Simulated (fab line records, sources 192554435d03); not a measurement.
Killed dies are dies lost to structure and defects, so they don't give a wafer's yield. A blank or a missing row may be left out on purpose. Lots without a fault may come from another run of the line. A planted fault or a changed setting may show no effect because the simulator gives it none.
Split-lot experiment | flow n5_finfet | 7 lots, 21 wafers read, on a route of 1938 steps

THE SPLIT
At N5_BEOL_M8_DESCUM_16 (chemistry O2, time 7.9 s), the setting time_s was moved away from the recipe's 7.9 s on 6 of the 21 wafers read, by -21.4% to -8.7%. The other wafers ran this setting at the recipe's value.

The file shows no step between the split and the reading.

THE READING
CAR-ArF_of_BEOL_M8_COAT_05.thk_nm (the simulator's own value, which no gauge read), in nm, at N5_BEOL_M8_ETCH_61 (etches SiARC in CF4, target depth 45.5 nm, time 75.8 s). The file gives no usual value for it. The 15 wafers here that ran the recipe average 50.8 nm, standard deviation 0.35 nm.

wafer  | tool, chamber at the split | time_s as run, s | against the recipe | CAR-ArF_of_BEOL_M8_COAT_05.thk_nm, nm | against lot-mates on the recipe
L077.3 | rie_diel-05, 1             | 7.215            | -8.7%              | 51.2                                  | +0.3
L077.5 | rie_diel-05, 0             | 7.9              | recipe             | 50.8                                  | -
L077.6 | rie_diel-05, 3             | 7.9              | recipe             | 51                                    | -
L079.1 | rie_diel-02, 2             | 6.212            | -21.4%             | 52.2                                  | +0.4
L079.2 | rie_diel-02, 1             | 7.9              | recipe             | 51.8                                  | -
L079.4 | rie_diel-02, 1             | 6.212            | -21.4%             | 52.6                                  | +0.8
L084.2 | rie_diel-01, 3             | 7.9              | recipe             | 50.4                                  | -
L084.4 | rie_diel-01, 2             | 7.9              | recipe             | 50.6                                  | -
L084.6 | rie_diel-01, 0             | 7.9              | recipe             | 50.6                                  | -
L087.1 | rie_diel-05, 0             | 7.9              | recipe             | 50.6                                  | -
L087.4 | rie_diel-05, 2             | 7.9              | recipe             | 50.2                                  | -
L087.6 | rie_diel-05, 1             | 6.44             | -18.5%             | 51.4                                  | +1.0
L089.1 | rie_diel-05, 0,3           | 7.9              | recipe             | 51                                    | -
L089.4 | rie_diel-05, 0,3           | 7.9              | recipe             | 50.8                                  | -
L089.5 | rie_diel-05, 0             | 7.9              | recipe             | 50.8                                  | -
L091.3 | rie_diel-05, 0             | 7.9              | recipe             | 50.8                                  | -
L091.4 | rie_diel-05, 1             | 7.9              | recipe             | 51                                    | -
L091.6 | rie_diel-05, 0             | 7.9              | recipe             | 50.6                                  | -
L097.2 | rie_diel-01, 3             | 7.9              | recipe             | 51                                    | -
L097.4 | rie_diel-01, 3             | 6.573            | -16.8%             | 51.8                                  | +0.8
L097.6 | rie_diel-01, 0             | 6.573            | -16.8%             | 51.6                                  | +0.6
Where a row lists several chambers, the file gives one row for several wafers and doesn't say which wafer went through which chamber.

THE FIT
A straight line over all 21 wafers: CAR-ArF_of_BEOL_M8_COAT_05.thk_nm changes by -0.0604 nm for each +1% of time_s; r = -0.82; the points scatter about the line by 0.36 nm.
The same after taking each lot's own level away (the mean of its wafers on the recipe; 21 wafers): -0.0369 nm for each +1%; r = -0.89; scatter 0.17 nm.
On that fit, the largest move of time_s shifts the reading by 0.79 nm.
The lots' own levels span 50.40 to 51.80 nm, that is 4.0 times the standard deviation above.
So the lot-to-lot level changes the slope: the two fits differ.
Check: with one of the wafers moved furthest among these (-21.4%) left out of the fit, the line predicts +0.917 nm for it against its lot-mates. It came out at +0.4 nm against them.

OTHER SPLITS ON THESE WAFERS
These wafers also went through other splits before the reading. Each is held against what the fit with the lots' levels taken away leaves over:
other split on the same wafers  | wafers away from the commonest value | r with CAR-ArF_of_BEOL_M8_COAT_05.thk_nm (lot level and that fit taken away)
N5_BEOL_M6_ETCH_66 bias_w       | 8                                    | -0.17
N5_BEOL_M6_VIA_ETCH_34 time_s   | 7                                    | -0.14
N5_BEOL_M7_EXPOSE_25 dose_mj    | 11                                   | +0.05
N5_BEOL_M7_VIA_ETCH_34 source_w | 10                                   | -0.12

THE WHOLE CHAIN: every reading that the file lists as answering this split, in the file's order
step                 | what it does                                           | reading                                                                            | change (the file's fit)                | r (the file's)
N5_BEOL_M8_DESCUM_16 | chemistry O2, time 7.9 s                               | CAR-ArF_of_BEOL_M8_COAT_05.thk_nm (the simulator's own value, which no gauge read) | -0.0332 nm for each +1% of the setting | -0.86
N5_BEOL_M8_ETCH_61   | etches SiARC in CF4, target depth 45.5 nm, time 75.8 s | CAR-ArF_of_BEOL_M8_COAT_05.thk_nm (the simulator's own value, which no gauge read) | -0.0395 nm for each +1% of the setting | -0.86

THE FILE'S OWN FIT
CAR-ArF_of_BEOL_M8_COAT_05.thk_nm changes by -0.0395 nm for each +1% of time_s, r = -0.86.
